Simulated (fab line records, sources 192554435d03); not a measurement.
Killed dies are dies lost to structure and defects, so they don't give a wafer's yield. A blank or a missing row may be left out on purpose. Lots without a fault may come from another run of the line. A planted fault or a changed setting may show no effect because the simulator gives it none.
Chamber matching | flow n5_finfet | N5_GATE_CUT_DESCUM_18 on rie_diel-03: 4 sister chambers
The step chemistry O2, time 7 s. 8 wafers are shown with their chamber, then 12 later ones without.

WAFERS WITH THEIR CHAMBER
wafer  | chamber | drypump_motor_current_A (A) | throttle_valve_pct (%)
L086.4 | 0       | 4.8                         | 20.21
L088.1 | 1       | 6.1                         | 20.50
L089.1 | 1       | 6.0                         | 20.50
L089.2 | 3       | 5.5                         | 20.24
L089.3 | 2       | 5.3                         | 20.64
L089.4 | 0       | 4.8                         | 20.23
L089.5 | 2       | 5.3                         | 20.63
L089.6 | 3       | 5.5                         | 20.25

WAFERS WITHOUT THEIR CHAMBER
wafer  | drypump_motor_current_A (A) | throttle_valve_pct (%)
L090.2 | 4.8                         | 20.23
L090.3 | 5.3                         | 20.63
L090.6 | 5.3                         | 20.65
L092.1 | 5.5                         | 20.26
L092.2 | 6.0                         | 20.53
L092.6 | 6.0                         | 20.50
L094.1 | 5.3                         | 20.64
L094.2 | 5.5                         | 20.27
L094.3 | 6.0                         | 20.53
L096.2 | 4.8                         | 20.24
L096.3 | 5.5                         | 20.25
L096.6 | 4.7                         | 20.23

WHICH CHAMBER EACH WENT THROUGH
wafer  | from the rows above | in truth
L090.2 | 0                   | 0
L090.3 | 2                   | 2
L090.6 | 2                   | 2
L092.1 | 3                   | 3
L092.2 | 1                   | 1
L092.6 | 1                   | 1
L094.1 | 2                   | 2
L094.2 | 3                   | 3
L094.3 | 1                   | 1
L096.2 | 0                   | 0
L096.3 | 3                   | 3
L096.6 | 0                   | 0
Placed correctly: 12 of 12. Can't be placed from these rows: 0. Placed wrongly: 0.
How it was worked out, from the rows above alone: a wafer's distance from a chamber is the root of the sum, over the readings, of the square of ((its reading less the chamber's mean) divided by the reading's scatter). The wafer belongs to the nearest chamber; if the next one is less than 2 further off, it can't be placed. A chamber's mean is the mean of its shown wafers. The scatter: the root of (the sum of the squares of (reading less its chamber's mean) over the shown wafers, divided by (wafers less chambers)).
